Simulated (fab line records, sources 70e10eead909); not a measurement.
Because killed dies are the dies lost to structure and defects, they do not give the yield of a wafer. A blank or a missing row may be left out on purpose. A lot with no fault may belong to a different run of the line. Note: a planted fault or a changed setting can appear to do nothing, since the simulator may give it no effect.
A single fault, viewed from 2 desks :: flow nandHarc :: each desk holds nothing but its own numbers, with what lay behind them at the end

TOOL OWNER'S DESK, pvdSputter-02
The tool's own readings at NHARC_P_M0_PVD_21 (deposits Cu, target thk 30 nm, time 20.49 s): means of the sampled wafers that have a number, for each lot that ran on this tool. If a lot's mean is further than 4 standard deviations from the usual mean, the lot is out of limits and carries the mark OUT (the distance appears in the brackets).
Columns: A = throttleValvePct at NHARC_P_M0_PVD_21, usual 29.9 %
lot: L499
first seen here: day 6 06:47
A: 29.1

lot: L501
first seen here: day 7 02:38
A: 30.9

lot: L502
first seen here: day 7 06:47
A: 30.1

lot: L519
first seen here: day 14 05:35
A: 29.8

lot: L518
first seen here: day 14 07:02
A: 29.8

lot: L522
first seen here: day 16 00:49
A: 29.3
This desk's verdict: no lot among the 6 shows anything out of limits.

THE METROLOGY DESK
Means of the sampled wafers that have a number, per lot and without regard to the tool the lot ran on: this is what the gauges read. If a lot's mean is further than 4 standard deviations from the usual mean, the lot is out of limits and carries the mark OUT (the distance appears in the brackets).
Columns: A = cdNm at NHARC_A_BONDPAD_CD_MEAS_09, usual 499.3 nm; B = cdNm at NHARC_A_BONDPAD_CD_MEAS_13, usual 499.0 nm
lot: L499
first seen here: day 22 23:31
A: 498.6
B: 498.5

lot: L500
first seen here: day 23 13:13
A: 498.2
B: 498.2

lot: L501
first seen here: day 23 13:34
A: 501.2
B: 501.5

lot: L502
first seen here: day 23 15:35
A: 500.5
B: 500.6

lot: L503
first seen here: day 24 07:44
A: 499.5
B: 498.4

lot: L505
first seen here: day 25 15:15
A: 500.0
B: 499.8

lot: L511
first seen here: day 28 17:33
A: 499.3
B: 497.8

lot: L513
first seen here: day 28 23:48
A: 498.1
B: 497.5

lot: L515
first seen here: day 29 18:07
A: 497.2
B: 497.2

lot: L517
first seen here: day 30 20:20
A: 498.8
B: 498.4

lot: L519
first seen here: day 31 01:17
A: 497.3
B: 495.7

lot: L518
first seen here: day 31 02:59
A: 500.8
B: 500.9

lot: L522
first seen here: day 32 20:56
A: 499.2
B: 498.6
This desk's verdict: no lot among the 13 shows anything out of limits.

ALL TOGETHER
The desk of the tool owner found nothing out of limits.
The metrology desk saw nothing out of limits.

WHAT THE SIMULATOR HAD PUT IN
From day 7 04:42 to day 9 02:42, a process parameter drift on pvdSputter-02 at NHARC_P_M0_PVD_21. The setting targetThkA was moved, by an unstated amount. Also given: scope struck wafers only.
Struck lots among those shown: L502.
